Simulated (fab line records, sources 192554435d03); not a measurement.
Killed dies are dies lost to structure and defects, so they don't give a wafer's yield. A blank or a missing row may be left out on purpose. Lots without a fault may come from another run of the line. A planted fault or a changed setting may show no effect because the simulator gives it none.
fab line records | flow n5_finfet
record lots=5 wafers=15 last_day=16
route steps=1938 shown BEOL_M3@982
lots that met no fault: from a run of the same line without faults
start_h: hours from the record's first day to the start of the lot's first wafer shown | wait_h: hours since the lot's step before | " the same as in the row above | L1.1+2: a row that stands for several wafers | - no value, or no start given | * or withheld: withheld | < > ~ a bound
route shown NAME@n: a module of which the file shows steps, and the number in the route of the first | usual: mean/standard deviation of fault-free wafers | same: alike in all rows | chamber/n: place in a boat | sites: the reading at each site | _std_site: their standard deviation | _edge_site: outer sites' mean less inner sites' | radius_mm: how far each site lies from the wafer's centre | mask NAME#n: copy n | behind: the tool/chamber that last shaped the wafer | hold: why the lot was held/for how many hours/how that ended | device: the transistor (n, p or np) that didn't switch | end of line: the same wafers' tests at the end of the route | a step without rows: its recipe alone | killed: dies lost to structure and defects at the first sort, not the wafer's yield | map: a wafer's dies, x killed, . not, _ none there
set.NAME: the setting as run; set.NAME@STEP: as run at that earlier step | model.NAME: the simulator's own value behind a step, which no gauge read
lots at some steps of the route; a table a step, a row a wafer
services: from which hour (start_h, from the record's first day; less than 0 if before it) a tool's chamber was out of use, for how many hours, and why
## steps
# step N5_BEOL_M3_STRIP_97
# recipe chemistry=N2/H2 time_s=10 power_w=450 temp_c=40 pressure_mtorr=20 rf_frequency_hz=6e+07 bias_power_w=7 n2_flow_sccm=200 h2_flow_sccm=200
# usual chamber_pressure_mTorr=20.004/0.019 drypump_motor_current_A=5.7/0.46 oes_product_au=0.81/0.097 rf_vpp_V=59.0/0.93 showerhead_plenum_p_Torr=2.51/0.067 throttle_valve_pct=23.53/0.22
# columns lot.wafer tool chamber start_h wait_h chamber_pressure_mTorr drypump_motor_current_A oes_product_au rf_hours_counter_h rf_vpp_V showerhead_plenum_p_Torr throttle_valve_pct
L074.1 rie_diel-02 2 - - 20.018 6.0 1.01 2 59.9 2.49 23.51
L074.2 " 0 " " 20.010 6.0 0.73 208 59.8 2.51 23.58
L074.3 " 3 " " 19.964 5.6 0.71 194 60.5 2.63 23.75
L081.1 rie_diel-06 1 - - 19.985 6.6 0.86 54 59.0 2.68 23.73
L081.2 " 2 " " 20.023 5.6 0.69 221 58.7 2.51 23.44
L081.6 " 3 " " 19.998 5.9 0.84 - 58.9 2.47 23.42
L084.1 rie_diel-06 2 - - 20.006 5.6 0.69 228 58.7 2.51 23.44
L084.2 " 0 " " 20.005 5.8 0.93 23 60.2 2.48 23.16
L084.3 " 3 " " 20.009 5.9 0.84 63 57.7 2.46 23.41
L090.1 rie_diel-01 1 - - 19.976 5.8 0.74 170 59.5 2.43 23.36
L090.2 " 0 " " 20.020 5.7 0.73 170 60.1 2.64 24.06
L090.5 " 3 " " 20.029 4.7 0.80 - 58.5 2.45 23.45
L092.4 rie_diel-01 2 - - 20.013 5.0 0.79 101 59.4 2.46 23.56
L092.5 " 3 " " 20.011 4.7 0.80 - 57.4 2.45 23.42
L092.6 " 2 " " 19.994 4.9 0.79 - 56.9 2.46 23.57
# step N5_BEOL_M3_OCD_MEAS_38
# usual trench_depth_nm=55.5/0.84
# columns lot.wafer tool chamber start_h wait_h trench_depth_nm
L074.1 ocd-01 - 141.38 - 57.5
L074.2 " - " " 55.7
L074.3 " - " " 55.1
L081.1 ocd-02 - 191.90 - 55.1
L081.2 " - " " 54.4
L081.6 " - " " 55.4
L084.1 ocd-01 - 214.91 - 53.5
L084.2 " - " " 55.5
L084.3 " - " " 55.6
L090.1 ocd-01 - 248.70 - 54.2
L090.2 " - " " 54.2
L090.5 " - " " 55.2
L092.4 ocd-01 - 263.54 - 55.8
L092.5 " - " " 55.4
L092.6 " - " " 55.8
# step N5_BEOL_M3_HM_STRIP_39
# recipe chemistry=peroxide_tin_strip material=TiN target_depth_a=250 temp_c=50 time_s=158
# columns lot.wafer tool chamber start_h wait_h
L074.1+2+3 wet_bench-04 6,1,2 141.41 0.0
L081.1+2+6 wet_bench-03 1,0,6 191.93 0.0
L084.1+2+3 wet_bench-06 5,3,2 214.94 0.0
L090.1+2+5 wet_bench-06 3,6,4 248.74 0.0
L092.4+5+6 wet_bench-06 5,0,1 263.56 0.0
# step N5_BEOL_M3_SRD_40
# recipe time_s=30 temp_c=23 rinse_liquid=diw dry=ipa_marangoni
# columns lot.wafer tool chamber start_h wait_h
L074.1+2+3 wet_bench-04 6,1,2 141.46 0.0
L081.1+2+6 wet_bench-03 1,0,6 191.98 0.0
L084.1+2+3 wet_bench-06 5,3,2 214.99 0.0
L090.1+2+5 wet_bench-06 3,6,4 248.78 0.0
L092.4+5+6 wet_bench-06 5,0,1 263.61 0.0
# step N5_BEOL_M3_PRECLEAN_42
# recipe chemistry=residue_remover time_s=60 temp_c=40
# columns lot.wafer tool chamber start_h wait_h
L074.1+2+3 wet_bench-04 6,1,2 141.47 0.0
L081.1+2+6 wet_bench-03 1,0,6 191.99 0.0
L084.1+2+3 wet_bench-06 5,3,2 215.01 0.0
L090.1+2+5 wet_bench-06 3,6,4 248.80 0.0
L092.4+5+6 wet_bench-06 5,0,1 263.63 0.0
# step N5_BEOL_M3_SRD_43
# recipe time_s=30 temp_c=23 rinse_liquid=diw dry=ipa_marangoni
# columns lot.wafer tool chamber start_h wait_h
L074.1+2+3 wet_bench-04 6,1,2 141.49 0.0
L081.1+2+6 wet_bench-03 1,0,6 192.01 0.0
L084.1+2+3 wet_bench-06 5,3,2 215.02 0.0
L090.1+2+5 wet_bench-06 3,6,4 248.82 0.0
L092.4+5+6 wet_bench-06 5,0,1 263.64 0.0
# step N5_BEOL_M3_CD_MEAS_35
# recipe target_cd_nm=18 target_cd_y_nm=21 polarity=opening
# usual cd_nm=18.04/0.28
# columns lot.wafer tool chamber start_h wait_h cd_nm
L074.1 cd_sem-02 - 141.53 0.0 17.76
L074.2 " - " " 18.04
L074.3 " - " " 17.99
L081.1 cd_sem-03 - 192.05 0.0 17.98
L081.2 " - " " 18.15
L081.6 " - " " 17.74
L084.1 cd_sem-03 - 215.07 0.0 18.27
L084.2 " - " " 18.54
L084.3 " - " " 17.50
L090.1 cd_sem-02 - 248.86 0.0 17.96
L090.2 " - " " 17.71
L090.5 " - " " 17.89
L092.4 cd_sem-02 - 263.69 0.0 18.39
L092.5 " - " " 18.37
L092.6 " - " " 18.10
# step N5_BEOL_M3_DEGAS_44
# recipe ambient=vacuum temp_c=250 time_s=60
# usual heater_power_w=348/26 susceptor_temp_C=250.00/0.18
# columns lot.wafer tool chamber start_h wait_h heater_power_w susceptor_temp_C
L074.1 pvd_sputter-03 - 141.62 0.1 346 250.14
L074.2 " - " " 318 249.76
L074.3 " - " " 383 249.99
L081.1 pvd_sputter-01 - 192.22 0.2 345 249.90
L081.2 " - " " 363 249.80
L081.6 " - " " 333 250.07
L084.1 pvd_sputter-02 - 215.29 0.2 321 250.00
L084.2 " - " " 430 250.11
L084.3 " - " " 368 249.87
L090.1 pvd_sputter-01 - 248.97 0.1 335 249.94
L090.2 " - " " 336 250.32
L090.5 " - " " 361 250.32
L092.4 pvd_sputter-03 - 265.57 1.9 370 250.27
L092.5 " - " " 351 250.50
L092.6 " - " " 375 250.13
# step N5_BEOL_M3_PRE_CLEAN_45
# recipe gas=H2/He time_s=30 temp_c=250
# usual heater_power_w=348/26 susceptor_temp_C=250.01/0.16
# columns lot.wafer tool chamber start_h wait_h heater_power_w susceptor_temp_C
L074.1 pvd_sputter-03 - 141.66 0.0 342 249.97
L074.2 " - " " 324 250.06
L074.3 " - " " 383 249.92
L081.1 pvd_sputter-01 - 192.26 0.0 348 249.75
L081.2 " - " " 345 250.13
L081.6 " - " " 335 250.18
L084.1 pvd_sputter-02 - 215.33 0.0 330 250.05
L084.2 " - " " 433 250.26
L084.3 " - " " 361 250.22
L090.1 pvd_sputter-01 - 249.01 0.0 349 250.03
L090.2 " - " " 344 250.10
L090.5 " - " " 348 249.76
L092.4 pvd_sputter-03 - 265.61 0.0 385 250.03
L092.5 " - " " 348 249.93
L092.6 " - " " 377 250.20
# step N5_BEOL_M3_ALD_84
# recipe material=TaN target_thk_a=* temp_c=275 ald_precursor_family=PDMAT ald_co_reactant=NH3 pressure_torr=3 carrier_flow_sccm=1500 pulse_time_s=2 purge_time_s=3 co_reactant_purge_time_s=2 co_reactant_pulse_time_s=3 ald_cycles=30 precursor_vessel_temp_c=75 precursor_vessel_pressure_torr=26.25 precursor_vessel_carrier_sccm=1000
# usual heater_power_w=418/29 precursor_vessel_pressure_torr=26.26/0.053 susceptor_temp_C=274.97/0.16
# columns lot.wafer tool chamber start_h wait_h heater_power_w precursor_vessel_pressure_torr susceptor_temp_C
L074.1 ald_metal-03 3 141.76 0.1 388 26.16 275.18
L074.2 " 1 " " 431 26.30 274.69
L074.3 " 0 " " 431 26.22 275.27
L081.1 ald_metal-02 0 192.35 0.1 480 26.22 275.05
L081.2 " 2 " " 406 26.22 275.23
L081.6 " 2 " " 410 26.36 274.61
L084.1 ald_metal-02 3 215.62 0.3 415 26.17 274.94
L084.2 " 1 " " 412 26.17 275.00
L084.3 " 0 " " 461 26.29 274.98
L090.1 ald_metal-03 1 249.12 0.1 449 26.19 274.88
L090.2 " 2 " " 382 26.24 274.89
L090.5 " 1 " " 445 26.27 274.91
L092.4 ald_metal-02 1 265.69 0.1 428 26.32 274.82
L092.5 " 1 " " 410 26.40 275.06
L092.6 " 2 " " 392 26.29 275.02
# step N5_BEOL_M3_SURFACE_TREAT_85
# recipe gas=Ar time_s=* ion_energy_ev=* ion_current_ma_cm2=0.5 pressure_mtorr=* ar_flow_sccm=30
# usual throttle_valve_pct=*
# columns lot.wafer tool chamber start_h wait_h throttle_valve_pct
L074.1 pvd_sputter-01 - 142.24 0.4 *
L074.2 " - " " *
L074.3 " - " " *
L081.1 pvd_sputter-02 - 192.79 0.3 *
L081.2 " - " " *
L081.6 " - " " *
L084.1 pvd_sputter-02 - 215.88 0.2 *
L084.2 " - " " *
L084.3 " - " " *
L090.1 pvd_sputter-01 - 249.58 0.4 *
L090.2 " - " " *
L090.5 " - " " *
L092.4 pvd_sputter-02 - 265.97 0.2 *
L092.5 " - " " *
L092.6 " - " " *
# step N5_BEOL_M3_CVD_47
# recipe material=Co target_thk_a=30 temp_c=withheld precursor=CCTBA/H2 pressure_torr=30 time_s=223.8
# columns lot.wafer tool chamber start_h wait_h
L074.1+2+3 cvd_co-02 2,1,0 142.32 0.1
L081.1+2+6 cvd_co-01 1,2,2 192.85 0.0
L084.1+2+3 cvd_co-02 0,2,0 216.17 0.3
L090.1+2+5 cvd_co-02 0,1,0 249.73 0.1
L092.4+5+6 cvd_co-01 1,2,0 266.10 0.1
# step N5_BEOL_M3_SPUTTER_48
# recipe material=Cu target_thk_a=45 temp_c=-20 chamber_pressure_pa=0.07 power_w=withheld time_s=8.29
# usual susceptor_temp_C=-20.01/0.1 throttle_valve_pct=30.0/0.91
# columns lot.wafer tool chamber start_h wait_h susceptor_temp_C throttle_valve_pct
L074.1 pvd_sputter-01 - 142.56 0.2 -20.01 31.8
L074.2 " - " " -20.01 31.0
L074.3 " - " " -20.02 29.8
L081.1 pvd_sputter-02 - 193.01 0.1 -20.01 29.2
L081.2 " - " " -19.79 28.7
L081.6 " - " " -19.85 29.1
L084.1 pvd_sputter-03 - 217.13 0.9 -20.06 29.0
L084.2 " - " " -19.96 30.2
L084.3 " - " " -20.02 31.6
L090.1 pvd_sputter-03 - 249.89 0.1 -19.88 29.7
L090.2 " - " " -19.96 29.2
L090.5 " - " " -19.81 31.4
L092.4 pvd_sputter-02 - 266.27 0.1 -19.87 29.7
L092.5 " - " " -20.01 28.4
L092.6 " - " " -20.01 30.0
# step N5_BEOL_M3_ANNEAL_49
# recipe temp_c=400 time_s=240 ambient=vacuum
# usual heater_power_w=876/75 susceptor_temp_C=399.98/0.23
# columns lot.wafer tool chamber start_h wait_h heater_power_w susceptor_temp_C
L074.1 pvd_sputter-01 - 142.64 0.0 854 400.09
L074.2 " - " " 902 400.35
L074.3 " - " " 847 399.72
L081.1 pvd_sputter-02 - 193.09 0.0 797 400.39
L081.2 " - " " 864 399.97
L081.6 " - " " 912 399.71
L084.1 pvd_sputter-03 - 217.21 0.0 861 400.03
L084.2 " - " " 815 399.90
L084.3 " - " " 948 400.25
L090.1 pvd_sputter-03 - 249.97 0.0 844 400.29
L090.2 " - " " 852 399.98
L090.5 " - " " 933 400.29
L092.4 pvd_sputter-02 - 266.35 0.0 1066 399.97
L092.5 " - " " 891 400.23
L092.6 " - " " 1057 399.41
# step N5_BEOL_M3_SPUTTER_79
# recipe material=Cu target_thk_a=45 temp_c=-20 chamber_pressure_pa=0.07 power_w=withheld time_s=8.29
# usual susceptor_temp_C=-19.99/0.099 throttle_valve_pct=30.0/0.91
# columns lot.wafer tool chamber start_h wait_h susceptor_temp_C throttle_valve_pct
L074.1 pvd_sputter-01 - 142.78 0.1 -20.05 31.9
L074.2 " - " " -20.10 30.6
L074.3 " - " " -20.03 30.0
L081.1 pvd_sputter-02 - 193.23 0.1 -19.95 29.3
L081.2 " - " " -20.02 28.9
L081.6 " - " " -19.85 29.1
L084.1 pvd_sputter-03 - 217.35 0.1 -20.11 29.0
L084.2 " - " " -19.93 30.4
L084.3 " - " " -20.01 31.9
L090.1 pvd_sputter-03 - 250.11 0.1 -20.07 29.6
L090.2 " - " " -19.93 29.0
L090.5 " - " " -20.09 31.7
L092.4 pvd_sputter-02 - 266.49 0.1 -20.10 30.0
L092.5 " - " " -19.75 28.7
L092.6 " - " " -19.92 29.8
# step N5_BEOL_M3_ANNEAL_80
# recipe temp_c=400 time_s=240 ambient=vacuum
# usual heater_power_w=875/74 susceptor_temp_C=400.06/0.2
# columns lot.wafer tool chamber start_h wait_h heater_power_w susceptor_temp_C
L074.1 pvd_sputter-01 - 142.86 0.0 856 399.73
L074.2 " - " " 854 399.69
L074.3 " - " " 846 399.88
L081.1 pvd_sputter-02 - 193.31 0.0 780 400.04
L081.2 " - " " 869 400.19
L081.6 " - " " 925 399.80
L084.1 pvd_sputter-03 - 217.43 0.0 849 400.06
L084.2 " - " " 782 400.04
L084.3 " - " " 933 400.17
L090.1 pvd_sputter-03 - 250.19 0.0 809 400.23
L090.2 " - " " 862 400.03
L090.5 " - " " 937 399.90
L092.4 pvd_sputter-02 - 266.57 0.0 1108 399.91
L092.5 " - " " 863 399.92
L092.6 " - " " 1079 399.86
# step N5_BEOL_M3_SPUTTER_81
# recipe material=Cu target_thk_a=45 temp_c=-20 chamber_pressure_pa=0.07 power_w=withheld time_s=8.29
# usual susceptor_temp_C=-20.03/0.12 throttle_valve_pct=30.0/0.89
# columns lot.wafer tool chamber start_h wait_h susceptor_temp_C throttle_valve_pct
L074.1 pvd_sputter-01 - 143.00 0.1 -19.95 31.9
L074.2 " - " " -20.17 30.7
L074.3 " - " " -19.99 29.8
L081.1 pvd_sputter-02 - 193.45 0.1 -20.07 29.5
L081.2 " - " " -20.08 28.7
L081.6 " - " " -19.94 29.0
L084.1 pvd_sputter-03 - 217.57 0.1 -19.71 29.0
L084.2 " - " " -20.23 30.1
L084.3 " - " " -20.09 31.6
L090.1 pvd_sputter-03 - 250.33 0.1 -20.18 29.8
L090.2 " - " " -20.18 29.3
L090.5 " - " " -19.88 31.8
L092.4 pvd_sputter-02 - 266.71 0.1 -20.21 29.9
L092.5 " - " " -19.98 29.0
L092.6 " - " " -20.23 29.9
# step N5_BEOL_M3_ANNEAL_82
# recipe temp_c=400 time_s=240 ambient=vacuum
# usual heater_power_w=877/75 susceptor_temp_C=400.01/0.2
# columns lot.wafer tool chamber start_h wait_h heater_power_w susceptor_temp_C
L074.1 pvd_sputter-01 - 143.08 0.0 886 400.38
L074.2 " - " " 876 400.29
L074.3 " - " " 839 400.16
L081.1 pvd_sputter-02 - 193.53 0.0 797 399.73
L081.2 " - " " 839 399.66
L081.6 " - " " 920 400.16
L084.1 pvd_sputter-03 - 217.65 0.0 868 399.90
L084.2 " - " " 802 399.80
L084.3 " - " " 946 399.97
L090.1 pvd_sputter-03 - 250.41 0.0 811 400.05
L090.2 " - " " 868 400.02
L090.5 " - " " 940 399.96
L092.4 pvd_sputter-02 - 266.79 0.0 1068 399.83
L092.5 " - " " 847 400.16
L092.6 " - " " 1080 400.04
# step N5_BEOL_M3_SPUTTER_86
# recipe material=Cu target_thk_a=45 temp_c=-20 chamber_pressure_pa=0.07 power_w=withheld time_s=8.29
# usual susceptor_temp_C=-20.00/0.1 throttle_valve_pct=30.0/0.9
# columns lot.wafer tool chamber start_h wait_h susceptor_temp_C throttle_valve_pct
L074.1 pvd_sputter-01 - 143.22 0.1 -20.00 31.9
L074.2 " - " " -19.91 30.4
L074.3 " - " " -20.04 30.0
L081.1 pvd_sputter-02 - 193.67 0.1 -20.10 29.3
L081.2 " - " " -20.07 28.8
L081.6 " - " " -19.97 29.2
L084.1 pvd_sputter-03 - 217.79 0.1 -20.08 29.1
L084.2 " - " " -19.98 30.0
L084.3 " - " " -19.88 31.6
L090.1 pvd_sputter-03 - 250.55 0.1 -19.99 29.7
L090.2 " - " " -19.99 29.2
L090.5 " - " " -20.22 31.9
L092.4 pvd_sputter-02 - 266.93 0.1 -19.91 30.0
L092.5 " - " " -20.16 28.9
L092.6 " - " " -19.91 30.0
# step N5_BEOL_M3_ANNEAL_87
# recipe temp_c=400 time_s=240 ambient=vacuum
# usual heater_power_w=875/73 susceptor_temp_C=400.00/0.22
# columns lot.wafer tool chamber start_h wait_h heater_power_w susceptor_temp_C
L074.1 pvd_sputter-01 - 143.30 0.0 882 400.06
L074.2 " - " " 875 400.01
L074.3 " - " " 841 400.05
L081.1 pvd_sputter-02 - 193.75 0.0 788 400.01
L081.2 " - " " 850 400.11
L081.6 " - " " 924 399.98
L084.1 pvd_sputter-03 - 217.87 0.0 873 399.98
L084.2 " - " " 799 399.97
L084.3 " - " " 958 400.08
L090.1 pvd_sputter-03 - 250.63 0.0 803 400.20
L090.2 " - " " 854 399.90
L090.5 " - " " 916 399.98
L092.4 pvd_sputter-02 - 267.01 0.0 1056 400.35
L092.5 " - " " 849 399.83
L092.6 " - " " 1087 400.51
# step N5_BEOL_M3_SPUTTER_88
# recipe material=Cu target_thk_a=45 temp_c=-20 chamber_pressure_pa=0.07 power_w=withheld time_s=8.29
# usual susceptor_temp_C=-20.00/0.11 throttle_valve_pct=30.0/0.9
# columns lot.wafer tool chamber start_h wait_h susceptor_temp_C throttle_valve_pct
L074.1 pvd_sputter-01 - 143.44 0.1 -20.10 31.7
L074.2 " - " " -20.00 30.7
L074.3 " - " " -19.93 29.9
L081.1 pvd_sputter-02 - 193.89 0.1 -20.08 29.1
L081.2 " - " " -19.89 28.7
L081.6 " - " " -19.97 29.2
L084.1 pvd_sputter-03 - 218.01 0.1 -19.88 29.2
L084.2 " - " " -19.98 29.9
L084.3 " - " " -20.10 31.5
L090.1 pvd_sputter-03 - 250.77 0.1 -19.90 29.8
L090.2 " - " " -19.76 28.9
L090.5 " - " " -20.04 31.8
L092.4 pvd_sputter-02 - 267.15 0.1 -20.19 30.1
L092.5 " - " " -19.97 28.8
L092.6 " - " " -20.02 30.1
# step N5_BEOL_M3_ANNEAL_89
# recipe temp_c=400 time_s=240 ambient=vacuum
# usual heater_power_w=876/73 susceptor_temp_C=399.98/0.22
# columns lot.wafer tool chamber start_h wait_h heater_power_w susceptor_temp_C
L074.1 pvd_sputter-01 - 143.52 0.0 835 400.11
L074.2 " - " " 897 400.06
L074.3 " - " " 844 399.82
L081.1 pvd_sputter-02 - 193.97 0.0 793 399.85
L081.2 " - " " 862 400.37
L081.6 " - " " 912 400.04
L084.1 pvd_sputter-03 - 218.09 0.0 836 399.84
L084.2 " - " " 814 399.91
L084.3 " - " " 954 400.42
L090.1 pvd_sputter-03 - 250.85 0.0 835 400.10
L090.2 " - " " 878 399.94
L090.5 " - " " 965 399.51
L092.4 pvd_sputter-02 - 267.23 0.0 1074 399.84
L092.5 " - " " 857 399.80
L092.6 " - " " 1080 400.02
# step N5_BEOL_M3_SPUTTER_90
# recipe material=Cu target_thk_a=45 temp_c=-20 chamber_pressure_pa=0.07 power_w=withheld time_s=8.29
# usual susceptor_temp_C=-19.99/0.1 throttle_valve_pct=30.0/0.89
# columns lot.wafer tool chamber start_h wait_h susceptor_temp_C throttle_valve_pct
L074.1 pvd_sputter-01 - 143.66 0.1 -20.08 32.0
L074.2 " - " " -19.99 30.8
L074.3 " - " " -19.91 29.7
L081.1 pvd_sputter-02 - 194.11 0.1 -20.00 29.1
L081.2 " - " " -19.99 28.9
L081.6 " - " " -19.87 29.0
L084.1 pvd_sputter-03 - 218.23 0.1 -19.91 29.3
L084.2 " - " " -19.98 30.0
L084.3 " - " " -19.92 31.8
L090.1 pvd_sputter-03 - 250.99 0.1 -20.10 29.8
L090.2 " - " " -20.01 29.1
L090.5 " - " " -19.78 31.7
L092.4 pvd_sputter-02 - 267.37 0.1 -20.04 29.9
L092.5 " - " " -20.03 28.8
L092.6 " - " " -19.96 29.8
# step N5_BEOL_M3_ANNEAL_91
# recipe temp_c=400 time_s=240 ambient=vacuum
# usual heater_power_w=877/75 susceptor_temp_C=400.01/0.24
# columns lot.wafer tool chamber start_h wait_h heater_power_w susceptor_temp_C
L074.1 pvd_sputter-01 - 143.74 0.0 850 400.06
L074.2 " - " " 884 399.87
L074.3 " - " " 858 400.17
L081.1 pvd_sputter-02 - 194.19 0.0 784 399.60
L081.2 " - " " 858 399.97
L081.6 " - " " 886 400.04
L084.1 pvd_sputter-03 - 218.31 0.0 885 400.05
L084.2 " - " " 782 400.52
L084.3 " - " " 932 399.78
L090.1 pvd_sputter-03 - 251.07 0.0 800 399.98
L090.2 " - " " 869 400.17
L090.5 " - " " 944 400.06
L092.4 pvd_sputter-02 - 267.45 0.0 1075 399.90
L092.5 " - " " 850 399.88
L092.6 " - " " 1068 400.24
# step N5_BEOL_M3_SPUTTER_92
# recipe material=Cu target_thk_a=45 temp_c=-20 chamber_pressure_pa=0.07 power_w=withheld time_s=8.29
# usual susceptor_temp_C=-19.99/0.11 throttle_valve_pct=30.0/0.9
# columns lot.wafer tool chamber start_h wait_h susceptor_temp_C throttle_valve_pct
L074.1 pvd_sputter-01 - 143.88 0.1 -19.95 32.1
L074.2 " - " " -20.07 30.6
L074.3 " - " " -20.05 29.7
L081.1 pvd_sputter-02 - 194.33 0.1 -19.84 29.3
L081.2 " - " " -20.11 28.9
L081.6 " - " " -19.99 29.1
L084.1 pvd_sputter-03 - 218.45 0.1 -19.84 29.1
L084.2 " - " " -20.20 30.1
L084.3 " - " " -20.03 31.7
L090.1 pvd_sputter-03 - 251.21 0.1 -20.03 29.6
L090.2 " - " " -19.99 29.1
L090.5 " - " " -19.92 31.9
L092.4 pvd_sputter-02 - 267.59 0.1 -19.85 30.0
L092.5 " - " " -19.98 29.0
L092.6 " - " " -19.86 29.9
# step N5_BEOL_M3_ANNEAL_93
# recipe temp_c=400 time_s=240 ambient=vacuum
# usual heater_power_w=876/74 susceptor_temp_C=400.03/0.2
# columns lot.wafer tool chamber start_h wait_h heater_power_w susceptor_temp_C
L074.1 pvd_sputter-01 - 143.96 0.0 860 400.21
L074.2 " - " " 892 400.15
L074.3 " - " " 843 399.92
L081.1 pvd_sputter-02 - 194.41 0.0 803 400.10
L081.2 " - " " 866 400.27
L081.6 " - " " 942 399.85
L084.1 pvd_sputter-03 - 218.53 0.0 863 399.99
L084.2 " - " " 815 400.24
L084.3 " - " " 944 400.27
L090.1 pvd_sputter-03 - 251.29 0.0 804 400.00
L090.2 " - " " 889 400.33
L090.5 " - " " 937 400.09
L092.4 pvd_sputter-02 - 267.67 0.0 1091 400.08
L092.5 " - " " 856 399.88
L092.6 " - " " 1094 399.64
# step N5_BEOL_M3_SPUTTER_94
# recipe material=Cu target_thk_a=45 temp_c=-20 chamber_pressure_pa=0.07 power_w=withheld time_s=8.29
# usual susceptor_temp_C=-20.00/0.11 throttle_valve_pct=30.0/0.88
# columns lot.wafer tool chamber start_h wait_h susceptor_temp_C throttle_valve_pct
L074.1 pvd_sputter-01 - 144.10 0.1 -19.89 31.9
L074.2 " - " " -19.94 30.6
L074.3 " - " " -20.09 30.0
L081.1 pvd_sputter-02 - 194.55 0.1 -20.04 29.2
L081.2 " - " " -20.08 28.9
L081.6 " - " " -20.00 28.9
L084.1 pvd_sputter-03 - 218.67 0.1 -19.90 29.3
L084.2 " - " " -19.87 30.3
L084.3 " - " " -20.10 31.9
L090.1 pvd_sputter-03 - 251.43 0.1 -19.86 29.7
L090.2 " - " " -20.06 29.2
L090.5 " - " " -19.91 31.7
L092.4 pvd_sputter-02 - 267.81 0.1 -20.04 30.2
L092.5 " - " " -20.06 29.1
L092.6 " - " " -20.01 30.0
# step N5_BEOL_M3_ANNEAL_95
# recipe temp_c=400 time_s=240 ambient=vacuum
# usual heater_power_w=877/73 susceptor_temp_C=400.01/0.24
# columns lot.wafer tool chamber start_h wait_h heater_power_w susceptor_temp_C
L074.1 pvd_sputter-01 - 144.18 0.0 857 399.93
L074.2 " - " " 880 400.06
L074.3 " - " " 840 399.74
L081.1 pvd_sputter-02 - 194.63 0.0 789 400.21
L081.2 " - " " 872 400.10
L081.6 " - " " 908 400.25
L084.1 pvd_sputter-03 - 218.75 0.0 863 399.75
L084.2 " - " " 801 400.08
L084.3 " - " " 942 399.89
L090.1 pvd_sputter-03 - 251.51 0.0 825 400.63
L090.2 " - " " 857 399.73
L090.5 " - " " 947 400.23
L092.4 pvd_sputter-02 - 267.89 0.0 1084 400.46
L092.5 " - " " 845 400.22
L092.6 " - " " 1087 400.16
# step N5_BEOL_M3_SPUTTER_96
# recipe material=Cu target_thk_a=45 temp_c=-20 chamber_pressure_pa=0.07 power_w=withheld time_s=8.29
# usual susceptor_temp_C=-20.02/0.095 throttle_valve_pct=30.0/0.9
# columns lot.wafer tool chamber start_h wait_h susceptor_temp_C throttle_valve_pct
L074.1 pvd_sputter-01 - 144.32 0.1 -19.95 31.9
L074.2 " - " " -20.17 30.6
L074.3 " - " " -20.02 30.2
L081.1 pvd_sputter-02 - 194.77 0.1 -20.08 29.3
L081.2 " - " " -20.13 29.1
L081.6 " - " " -20.04 29.1
L084.1 pvd_sputter-03 - 218.89 0.1 -19.95 29.4
L084.2 " - " " -20.01 30.1
L084.3 " - " " -20.05 31.6
L090.1 pvd_sputter-03 - 251.65 0.1 -20.20 29.9
L090.2 " - " " -19.87 29.3
L090.5 " - " " -19.99 32.1
L092.4 pvd_sputter-02 - 268.03 0.1 -20.02 29.9
L092.5 " - " " -20.19 28.9
L092.6 " - " " -20.12 30.0
# step N5_BEOL_M3_ECD_50
# recipe material=Cu target_thk_a=3000
# columns lot.wafer tool chamber start_h wait_h
L074.1+2+3 ecd_cu-01 1,0,1 144.44 0.1
L081.1+2+6 ecd_cu-01 1,0,1 194.88 0.1
L084.1+2+3 ecd_cu-01 1,0,1 219.00 0.1
L090.1+2+5 ecd_cu-01 0,1,1 251.77 0.1
L092.4+5+6 ecd_cu-01 0,1,0 268.17 0.1
# step N5_BEOL_M3_ANNEAL_51
# recipe temp_c=225 time_s=90 ambient=N2
# usual wafer_temp_C_max=225.9/0.35
# columns lot.wafer tool chamber start_h wait_h wafer_temp_C_max
L074.1 rtp_anneal-02 0 144.52 0.1 225.9
L074.2 " 0 " " 226.0
L074.3 " 0 " " 226.2
L081.1 rtp_anneal-01 0 194.98 0.1 225.8
L081.2 " 0 " " 225.5
L081.6 " 0 " " 225.6
L084.1 rtp_anneal-01 0 219.16 0.1 225.4
L084.2 " 0 " " 225.7
L084.3 " 0 " " 225.8
L090.1 rtp_anneal-02 0 252.00 0.2 226.4
L090.2 " 0 " " 226.7
L090.5 " 0 " " 226.2
L092.4 rtp_anneal-02 0 268.36 0.2 226.2
L092.5 " 0 " " 226.4
L092.6 " 0 " " 226.4
## services
# columns tool chamber start_h hours kind
rie_diel-06 0 121.19 - clean
rie_diel-06 0 121.19 - consumable_replace:focus_ring
rie_diel-06 0 121.19 21.9 scheduled_down
rie_diel-06 0 121.19 21.9 vent_cycle
rie_diel-06 1 128.14 16.7 repair
rie_diel-02 1 131.21 - clean
rie_diel-02 1 131.21 - consumable_replace:focus_ring
rie_diel-02 1 131.21 37.2 scheduled_down
pvd_sputter-03 - 131.77 0.5 repair
rie_diel-02 2 132.32 6.3 repair
pvd_sputter-03 - 135.06 2.9 repair
rie_diel-06 2 142.69 23.3 repair
rtp_anneal-02 - 151.31 10.7 pm
ald_metal-02 - 156.57 0.7 repair
ecd_cu-01 - 158.20 2.2 repair
cvd_co-02 1 213.85 10.7 repair
rie_diel-02 - 215.56 14.6 pm
cvd_co-02 - 230.19 6.9 pm
rie_diel-01 - 231.04 0.4 repair
cvd_co-02 - 245.69 0.2 repair
cvd_co-02 0 253.16 4.1 repair
ecd_cu-01 - 254.59 6.7 pm
cvd_co-02 - 259.70 28.1 pm
wet_bench-03 - 264.49 10.4 repair
## key
fault none
